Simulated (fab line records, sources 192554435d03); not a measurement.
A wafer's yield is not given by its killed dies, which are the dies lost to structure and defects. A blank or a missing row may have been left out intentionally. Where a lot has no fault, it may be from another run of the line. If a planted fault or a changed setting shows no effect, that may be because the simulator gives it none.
fab line records	flow n5-finfet
record lots=7	wafers=39
route steps=1938 shown FIN_SAQP@130 BEOL_M1@751 BEOL_M2@879 BEOL_M4@1059 BEOL_M6@1194
start-h: hours from the record's first day to the start of the lot's first wafer shown	wait-h: time in hours since the lot's previous step	" as in the row above	L1.1+2: one row covering several wafers at once	- value missing, or start not given	* or withheld: withheld	< > ~ a bound
route shown NAME@n: names a module that has steps shown in the file, with the first one's number in the route	usual: the fault-free wafers' mean and standard deviation	same: alike in all rows	chamber/n: place in a boat	sites: per-site readings	_std_site: standard deviation of those values	_edge_site: outer sites' mean less inner sites'	radius-mm: for every site, how far away it sits from the centre of the wafer	mask NAME#n: copy n	behind: tool/chamber where the wafer was last shaped	hold: the reason the lot was held/the length of the hold in hours/how it ended	device: whichever transistor did not switch (one of n, p or np)	end of line: the route-end tests of the same wafers	a step with no rows: only its recipe	killed: not the wafer's yield, but the dies lost to structure and defects at the first sort	map: the dies of a wafer, with x for killed, . for not killed, _ for no die there
set.NAME: the run value of the setting; set.NAME@STEP: its run value at that earlier step	model.NAME: the simulator's own value behind a step, which no gauge read
lots where settings were altered on purpose, with a table for each step and a row for each wafer
## steps
# step N5_FIN_SAQP_ETCH_65
# recipe chemistry=CF4	target=SiO2	target-depth-a=40	ion-energy-ev=350	time-s=4.4	pressure-mtorr=10	icp-w=800	bias-w=400	cf4-flow-sccm=80
lot.wafer	tool	chamber	start-h	wait-h	set.time-s	model.etch.depth-nm
L080.1	rie-si-03	1	60.01	0.1	4.4	4.031
L080.2	"	3	"	"	4.4	4.187
L080.3	"	0	"	"	4.4	3.948
L080.4	"	2	"	"	4.4	4.054
L080.5	"	0	"	"	4.4	3.933
L080.6	"	3	"	"	4.4	4.232
L081.1	rie-si-03	1	66.02	0.1	4.4	4.001
L081.2	"	3	"	"	4.4	4.183
L081.3	"	0	"	"	4.4	3.932
L081.4	"	2	"	"	3.227	2.966
L081.5	"	3	"	"	3.227	3.05
L081.6	"	0	"	"	3.227	2.891
L082.1	rie-si-03	1	73.92	0.1	4.4	4
L082.2	"	3	"	"	4.4	4.203
L082.3	"	2	"	"	4.4	3.989
L082.4	"	0	"	"	4.4	3.907
L082.5	"	3	"	"	4.4	4.19
L082.6	"	0	"	"	4.4	3.883
L084.1	rie-si-05	2	84.72	0.1	2.523	2.368
L084.2	"	0	"	"	4.4	4.145
L084.3	"	1	"	"	4.4	3.941
L084.4	"	3	"	"	4.4	4.096
L084.5	"	0	"	"	2.523	2.359
L084.6	"	1	"	"	2.523	2.252
L087.1	rie-si-05	2	105.17	0.1	4.4	4.057
L087.2	"	1	"	"	4.4	3.872
L087.3	"	0	"	"	4.4	4.066
L087.4	"	3	"	"	4.4	4.032
L087.5	"	0	"	"	4.4	4.067
L087.6	"	3	"	"	4.4	4.051
L088.1	rie-si-02	2	109.46	0.1	4.4	4.097
L088.5	"	0	"	"	4.4	4.005
L088.6	"	1	"	"	4.4	3.879
L090.1	rie-si-05	2	121.53	0.1	5.206	4.906
L090.2	"	1	"	"	4.4	3.909
L090.3	"	0	"	"	4.4	4.117
L090.4	"	3	"	"	4.4	4.067
L090.5	"	2	"	"	5.206	4.881
L090.6	"	3	"	"	5.206	4.802
# step N5_BEOL_M1_ILD_DEP_00
# recipe material=SiOC	target-thk-a=790	temp-c=350	precursor=DEMS/O2	pressure-torr=5	rf-w=500	time-s=15.3
lot.wafer	tool	chamber	start-h	wait-h	set.target-thk-a	model.SiOC_of_BEOL_M1_ILD_DEP_00.thk-nm
L080.1	pecvd-02	2	152.29	0.0	1017	101.2
L080.2	"	0	"	"	790	79
L080.3	"	1	"	"	790	78.4
L080.4	"	0	"	"	790	80.6
L080.5	"	2	"	"	1017	102.4
L080.6	"	1	"	"	1017	104
L081.1	pecvd-03	2	161.49	0.0	538.5	54
L081.2	"	0	"	"	790	79.2
L081.3	"	1	"	"	538.5	54.8
L081.4	"	1	"	"	790	80.6
L081.5	"	0	"	"	790	79.6
L081.6	"	2	"	"	538.5	53.6
L082.1	pecvd-01	1	169.63	0.0	790	77.6
L082.2	"	2	"	"	790	78
L082.3+6	"	0,1	"	"	790	79.2
L082.4+5	"	2,0	"	"	790	79.4
L084.1	pecvd-02	1	181.26	0.0	790	78.2
L084.2	"	0	"	"	790	79.4
L084.3	"	0	"	"	790	79.8
L084.4	"	1	"	"	790	78.8
L084.5	"	1	"	"	790	79.2
L084.6	"	0	"	"	790	79.6
L087.1	pecvd-03	1	201.26	0.0	1193	118.8
L087.2	"	0	"	"	1193	119
L087.3	"	2	"	"	790	79
L087.4+6	"	2,0	"	"	790	79.8
L087.5	"	1	"	"	1193	120.4
L088.1	pecvd-03	1	202.29	0.0	790	78
L088.5	"	0	"	"	790	79.2
L088.6	"	2	"	"	790	80.2
L090.1	pecvd-02	0	221.68	0.0	790	79.2
L090.2+3	"	1,2	"	"	790	78.2
L090.4	"	1	"	"	790	80.6
L090.5	"	0	"	"	790	80.2
L090.6	"	2	"	"	790	79.6
# step N5_BEOL_M1_THK_MEAS_01
# recipe reads=SiOC_of_BEOL_M1_ILD_DEP_00
# usual M1_ILD_THK=79.0/1.1
lot.wafer	tool	chamber	start-h	wait-h	set.target-thk-a@BEOL_M1_ILD_DEP_00	M1_ILD_THK[nm]
L080.1	film-metro-01	-	152.36	0.0	1017	101.2
L080.2	"	-	"	"	790	79.1
L080.3	"	-	"	"	790	78.3
L080.4	"	-	"	"	790	80.5
L080.5	"	-	"	"	1017	102.4
L080.6	"	-	"	"	1017	104.0
L081.1	film-metro-01	-	161.55	0.0	538.5	54.0
L081.2	"	-	"	"	790	79.2
L081.3	"	-	"	"	538.5	54.8
L081.4	"	-	"	"	790	80.6
L081.5	"	-	"	"	790	79.7
L081.6	"	-	"	"	538.5	53.5
L082.1	film-metro-02	-	169.70	0.0	790	77.6
L082.2	"	-	"	"	790	78.0
L082.3	"	-	"	"	790	79.2
L082.4	"	-	"	"	790	79.4
L082.5	"	-	"	"	790	79.5
L082.6	"	-	"	"	790	79.3
L084.1	film-metro-02	-	181.34	0.1	790	78.2
L084.2	"	-	"	"	790	79.4
L084.3	"	-	"	"	790	79.8
L084.4	"	-	"	"	790	78.8
L084.5	"	-	"	"	790	79.2
L084.6	"	-	"	"	790	79.6
L087.1	film-metro-01	-	201.33	0.0	1193	118.8
L087.2	"	-	"	"	1193	119.0
L087.3	"	-	"	"	790	79.0
L087.4	"	-	"	"	790	79.7
L087.5	"	-	"	"	1193	120.3
L087.6	"	-	"	"	790	79.8
L088.1	film-metro-02	-	202.36	0.0	790	78.0
L088.5	"	-	"	"	790	79.4
L088.6	"	-	"	"	790	80.1
L090.1	film-metro-01	-	221.75	0.0	790	79.3
L090.2	"	-	"	"	790	78.3
L090.3	"	-	"	"	790	78.3
L090.4	"	-	"	"	790	80.5
L090.5	"	-	"	"	790	80.2
L090.6	"	-	"	"	790	79.6
# step N5_BEOL_M2_DESCUM_33
# recipe chemistry=O2	time-s=7	source-power-w=50	bias-power-w=20	pressure-mtorr=20	rf-frequency-hz=2.712e+07	temp-c=40	resist=CAR-EUV	o2-flow-sccm=225
lot.wafer	tool	chamber	start-h	wait-h	set.time-s	model.CAR-EUV_of_BEOL_M2_COAT_22.thk-nm
L080.1+5	rie-diel-02	1,0	168.20	0.0	7	26.2
L080.2	"	3	"	"	9.092	25
L080.3+6	"	2,1	"	"	9.092	25.2
L080.4	"	0	"	"	7	26
L081.1+2+5	rie-diel-02	0,1,2	177.05	0.0	11.05	24
L081.3+4+6	"	3,2,1	"	"	7	26
L082.1	rie-diel-02	3	181.36	0.0	7	26.2
L082.2+3+4+5+6	"	0,2,3,0,2	"	"	7	26
L084.1+4	rie-diel-01	2,0	196.47	0.0	7	26.2
L084.2+5+6	"	3,2,3	"	"	4.571	27.2
L084.3	"	1	"	"	7	26
L087.1+2+4+5+6	rie-diel-04	2,0,1,1,0	214.30	0.4	7	26
L087.3	"	3	"	"	7	26.2
L088.1+5+6	rie-diel-01	2,3,0	215.46	0.0	7	26
L090.1+2+3+5+6	rie-diel-04	1,2,0,1,2	235.61	0.3	7	26.2
L090.4	"	0	"	"	7	26
# step N5_BEOL_M2_ETCH_77
# recipe chemistry=N2/H2	target=underlayer	target-depth-a=65	mask-material=CAR-EUV	time-s=5.2	ion-energy-ev=200	pressure-mtorr=30	source-w=840	bias-w=150	n2-flow-sccm=200	h2-flow-sccm=200	ends=cleared
lot.wafer	tool	chamber	start-h	wait-h	set.time-s@BEOL_M2_DESCUM_33	model.CAR-EUV_of_BEOL_M2_COAT_22.thk-nm
L080.1+4+5	rie-diel-02	1,0,0	168.23	0.0	7	20.4
L080.2+6	"	3,1	"	"	9.092	19.4
L080.3	"	2	"	"	9.092	19.2
L081.1+2+5	rie-diel-02	0,1,2	177.08	0.0	11.05	18.2
L081.3	"	3	"	"	7	20.4
L081.4+6	"	2,1	"	"	7	20.2
L082.1	rie-diel-02	3	181.39	0.0	7	20.6
L082.2+3+6	"	0,2,2	"	"	7	20.2
L082.4+5	"	3,0	"	"	7	20.4
L084.1+3+4	rie-diel-01	2,1,0	196.50	0.0	7	20.4
L084.2+5+6	"	3,2,3	"	"	4.571	21.6
L087.1+3	rie-diel-04	2,3	214.33	0.0	7	20.4
L087.2+4+5+6	"	0,1,1,0	"	"	7	20.2
L088.1	rie-diel-01	2	215.49	0.0	7	20.4
L088.5+6	"	3,0	"	"	7	20.2
L090.1+2+3+5+6	rie-diel-04	1,2,0,1,2	235.65	0.0	7	20.4
L090.4	"	0	"	"	7	20.2
# step N5_BEOL_M4_DESCUM_33
# recipe chemistry=O2	time-s=7	source-power-w=50	bias-power-w=20	pressure-mtorr=20	rf-frequency-hz=2.712e+07	temp-c=40	resist=CAR-EUV	o2-flow-sccm=225
lot.wafer	tool	chamber	start-h	wait-h	set.time-s	model.CAR-EUV_of_BEOL_M4_COAT_22.thk-nm
L080.1+3+4	rie-diel-02	0,3,1	185.83	0.0	7	26.2
L080.2+5+6	"	2,0,1	"	"	7	26
L082.1+2+3	rie-diel-02	1,3,2	200.97	0.0	7	26
L082.4+5	"	3,2	"	"	10.55	24.2
L082.6	"	1	"	"	10.55	24.4
L081.1+3+4	rie-diel-02	1,0,2	203.24	0.0	10.44	24.4
L081.2	"	3	"	"	7	26.2
L081.5+6	"	2,3	"	"	7	26
L084.1+4+6	rie-diel-04	0,1,2	215.01	0.3	4.347	27.6
L084.2+3+5	"	2,3,1	"	"	7	26.2
L087.1	rie-diel-04	1	232.17	0.0	5.356	27
L087.2+6	"	0	"	"	5.356	26.8
L087.3	"	3	"	"	7	26.2
L087.4+5	"	3,1	"	"	7	26
L088.1	rie-diel-01	2	235.77	0.1	7	26
L088.5+6	"	2,3	"	"	7	26.2
L090.1+2+4	rie-diel-02	0,2,1	259.06	0.0	7	26
L090.3+6	"	3,1	"	"	2.879	28.2
L090.5	"	0	"	"	2.879	28
# step N5_BEOL_M4_ETCH_77
# recipe chemistry=N2/H2	target=underlayer	target-depth-a=65	mask-material=CAR-EUV	time-s=5.2	ion-energy-ev=200	pressure-mtorr=30	source-w=840	bias-w=150	n2-flow-sccm=200	h2-flow-sccm=200	ends=cleared
lot.wafer	tool	chamber	start-h	wait-h	set.time-s@BEOL_M4_DESCUM_33	model.CAR-EUV_of_BEOL_M4_COAT_22.thk-nm
L080.1+2+3+4+6	rie-diel-02	0,2,3,1,1	185.87	0.0	7	20.4
L080.5	"	0	"	"	7	20.2
L082.1+3	rie-diel-02	1,2	201.00	0.0	7	20.2
L082.2	"	3	"	"	7	20.4
L082.4+6	"	3,1	"	"	10.55	18.6
L082.5	"	2	"	"	10.55	18.4
L081.1+3+4	rie-diel-02	1,0,2	203.28	0.0	10.44	18.6
L081.2	"	3	"	"	7	20.6
L081.5+6	"	2,3	"	"	7	20.4
L084.1+4+6	rie-diel-04	0,1,2	215.04	0.0	4.347	21.8
L084.2+5	"	2,1	"	"	7	20.4
L084.3	"	3	"	"	7	20.6
L087.1+2	rie-diel-04	1,0	232.21	0.0	5.356	21.2
L087.3+4+5	"	3,3,1	"	"	7	20.4
L087.6	"	0	"	"	5.356	21
L088.1+5+6	rie-diel-01	2,2,3	235.80	0.0	7	20.4
L090.1+2	rie-diel-02	0,2	259.09	0.0	7	20.4
L090.3	"	3	"	"	2.879	22.6
L090.4	"	1	"	"	7	20.2
L090.5+6	"	0,1	"	"	2.879	22.4
# step N5_BEOL_M6_ILD_DEP_00
# recipe material=SiCOH_lowk	target-thk-a=1797.5	temp-c=300	precursor=DEMS/porogen	pressure-torr=5	rf-w=500	time-s=33.4
lot.wafer	tool	chamber	start-h	wait-h	set.time-s	model.SiCOH_lowk_of_BEOL_M6_ILD_DEP_00.thk-nm
L080.1	pecvd-01	1	208.62	0.0	33.4	176.8
L080.2	"	2	"	"	33.4	179.2
L080.3	"	0	"	"	33.4	176.6
L080.4	"	0	"	"	14.31	77.8
L080.5	"	1	"	"	14.31	79.2
L080.6	"	2	"	"	14.31	78.4
L082.1	pecvd-01	2	221.12	0.0	33.4	177.6
L082.2	"	0	"	"	33.4	180.2
L082.3	"	2	"	"	33.4	181
L082.4	"	0	"	"	33.4	180.6
L082.5	"	2	"	"	33.4	182.6
L082.6	"	0	"	"	33.4	179.4
L081.1	pecvd-03	2	224.92	0.0	33.4	178.6
L081.2	"	0	"	"	33.4	177.4
L081.3	"	1	"	"	18.99	101.6
L081.4	"	1	"	"	33.4	179.8
L081.5	"	2	"	"	18.99	105.6
L081.6	"	0	"	"	18.99	103
L084.1	pecvd-01	1	236.26	0.0	19.93	109.2
L084.2	"	2	"	"	33.4	179.8
L084.3	"	0	"	"	19.93	106.4
L084.4	"	2	"	"	33.4	182.2
L084.5	"	0	"	"	19.93	108.2
L084.6	"	1	"	"	33.4	182
L087.1	pecvd-01	2	257.93	0.0	23.34	127.8
L087.2	"	0	"	"	23.34	125.8
L087.3	"	1	"	"	23.34	126.8
L087.4	"	1	"	"	33.4	180.6
L087.5	"	2	"	"	33.4	181.2
L087.6	"	0	"	"	33.4	180.8
L088.1	pecvd-04	0	260.55	0.0	33.4	179.4
L088.5	"	0	"	"	33.4	180.6
L088.6	"	0	"	"	33.4	181.4
L090.1+5	pecvd-01	0	278.65	0.0	33.4	178.8
L090.2	"	1	"	"	33.4	181
L090.3	"	2	"	"	33.4	182.6
L090.4	"	1	"	"	33.4	182.4
L090.6	"	2	"	"	33.4	184.6
# step N5_BEOL_M6_CURE_74
# recipe temp-c=385	time-s=240	ambient=He/Ar	material=SiCOH_lowk
lot.wafer	tool	chamber	start-h	wait-h	set.time-s@BEOL_M6_ILD_DEP_00	model.SiCOH_lowk_of_BEOL_M6_ILD_DEP_00.thk-nm
L080.1+3	uv-cure-01	1	208.69	0.0	33.4	152.4
L080.2	"	1	"	"	33.4	154.6
L080.4	"	1	"	"	14.31	66.8
L080.5	"	1	"	"	14.31	68
L080.6	"	1	"	"	14.31	67.2
L082.1	uv-cure-01	0	221.21	0.1	33.4	153.2
L082.2	"	0	"	"	33.4	155.4
L082.3	"	0	"	"	33.4	156.2
L082.4	"	0	"	"	33.4	155.6
L082.5	"	0	"	"	33.4	157.4
L082.6	"	0	"	"	33.4	154.8
L081.1	uv-cure-01	0	225.21	0.3	33.4	154
L081.2	"	0	"	"	33.4	153
L081.3	"	0	"	"	18.99	87.2
L081.4	"	0	"	"	33.4	155
L081.5	"	0	"	"	18.99	90.8
L081.6	"	0	"	"	18.99	88.4
L084.1	uv-cure-03	2	236.89	0.6	19.93	93.8
L084.2	"	2	"	"	33.4	155.2
L084.3	"	2	"	"	19.93	91.4
L084.4+6	"	2	"	"	33.4	157
L084.5	"	2	"	"	19.93	93
L087.1	uv-cure-01	2	257.99	0.0	23.34	109.8
L087.2	"	2	"	"	23.34	108.2
L087.3	"	2	"	"	23.34	109
L087.4	"	2	"	"	33.4	155.6
L087.5	"	2	"	"	33.4	156.2
L087.6	"	2	"	"	33.4	156
L088.1	uv-cure-03	2	260.70	0.1	33.4	154.8
L088.5	"	2	"	"	33.4	155.6
L088.6	"	2	"	"	33.4	156.6
L090.1+5	uv-cure-03	0	278.99	0.3	33.4	154.2
L090.2	"	0	"	"	33.4	156
L090.3	"	0	"	"	33.4	157.6
L090.4	"	0	"	"	33.4	157.2
L090.6	"	0	"	"	33.4	159.2
# step N5_BEOL_M6_THK_MEAS_01
# recipe reads=SiCOH_lowk_of_BEOL_M6_ILD_DEP_00
# usual M6_ILD_THK=154.9/1.9
lot.wafer	tool	chamber	start-h	wait-h	set.time-s@BEOL_M6_ILD_DEP_00	M6_ILD_THK[nm]
L080.1	film-metro-02	-	209.20	0.4	33.4	152.4
L080.2	"	-	"	"	33.4	154.6
L080.3	"	-	"	"	33.4	152.3
L080.4	"	-	"	"	14.31	66.8
L080.5	"	-	"	"	14.31	68.0
L080.6	"	-	"	"	14.31	67.1
L082.1	film-metro-02	-	221.72	0.4	33.4	153.1
L082.2	"	-	"	"	33.4	155.2
L082.3	"	-	"	"	33.4	156.1
L082.4	"	-	"	"	33.4	155.6
L082.5	"	-	"	"	33.4	157.6
L082.6	"	-	"	"	33.4	154.8
L081.1	film-metro-02	-	225.72	0.4	33.4	154.1
L081.2	"	-	"	"	33.4	152.9
L081.3	"	-	"	"	18.99	87.2
L081.4	"	-	"	"	33.4	155.0
L081.5	"	-	"	"	18.99	90.8
L081.6	"	-	"	"	18.99	88.4
L084.1	film-metro-02	-	237.40	0.4	19.93	93.7
L084.2	"	-	"	"	33.4	155.1
L084.3	"	-	"	"	19.93	91.4
L084.4	"	-	"	"	33.4	157.1
L084.5	"	-	"	"	19.93	93.0
L084.6	"	-	"	"	33.4	156.9
L087.1	film-metro-02	-	258.50	0.4	23.34	109.8
L087.2	"	-	"	"	23.34	108.3
L087.3	"	-	"	"	23.34	109.1
L087.4	"	-	"	"	33.4	155.7
L087.5	"	-	"	"	33.4	156.4
L087.6	"	-	"	"	33.4	156.0
L088.1	film-metro-02	-	261.22	0.4	33.4	154.7
L088.5	"	-	"	"	33.4	155.6
L088.6	"	-	"	"	33.4	156.5
L090.1	film-metro-01	-	279.50	0.4	33.4	154.1
L090.2	"	-	"	"	33.4	156.2
L090.3	"	-	"	"	33.4	157.5
L090.4	"	-	"	"	33.4	157.2
L090.5	"	-	"	"	33.4	154.1
L090.6	"	-	"	"	33.4	159.2
## key
split step=N5_FIN_SAQP_ETCH_65	setting=time-s	stated=4.4	by=wafer
response step=N5_FIN_SAQP_ETCH_65	reading=model.etch.depth-nm	change=+0.0411	per=1%	r=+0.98
split step=N5_BEOL_M1_ILD_DEP_00	setting=target-thk-a	stated=790	by=wafer
response step=N5_BEOL_M1_ILD_DEP_00	reading=model.SiOC_of_BEOL_M1_ILD_DEP_00.thk-nm	change=+0.792	per=1%	r=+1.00
response step=N5_BEOL_M1_THK_MEAS_01	reading=M1_ILD_THK	change=+0.792	per=1%	r=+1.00
split step=N5_BEOL_M2_DESCUM_33	setting=time-s	stated=7	by=wafer
response step=N5_BEOL_M2_DESCUM_33	reading=model.CAR-EUV_of_BEOL_M2_COAT_22.thk-nm	change=-0.0335	per=1%	r=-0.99
response step=N5_BEOL_M2_ETCH_77	reading=model.CAR-EUV_of_BEOL_M2_COAT_22.thk-nm	change=-0.0355	per=1%	r=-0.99
split step=N5_BEOL_M4_DESCUM_33	setting=time-s	stated=7	by=wafer
response step=N5_BEOL_M4_DESCUM_33	reading=model.CAR-EUV_of_BEOL_M4_COAT_22.thk-nm	change=-0.0352	per=1%	r=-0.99
response step=N5_BEOL_M4_ETCH_77	reading=model.CAR-EUV_of_BEOL_M4_COAT_22.thk-nm	change=-0.0357	per=1%	r=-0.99
split step=N5_BEOL_M6_ILD_DEP_00	setting=time-s	stated=33.4	by=wafer
response step=N5_BEOL_M6_ILD_DEP_00	reading=model.SiCOH_lowk_of_BEOL_M6_ILD_DEP_00.thk-nm	change=+1.76	per=1%	r=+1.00
response step=N5_BEOL_M6_CURE_74	reading=model.SiCOH_lowk_of_BEOL_M6_ILD_DEP_00.thk-nm	change=+1.53	per=1%	r=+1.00
response step=N5_BEOL_M6_THK_MEAS_01	reading=M6_ILD_THK	change=+1.53	per=1%	r=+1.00
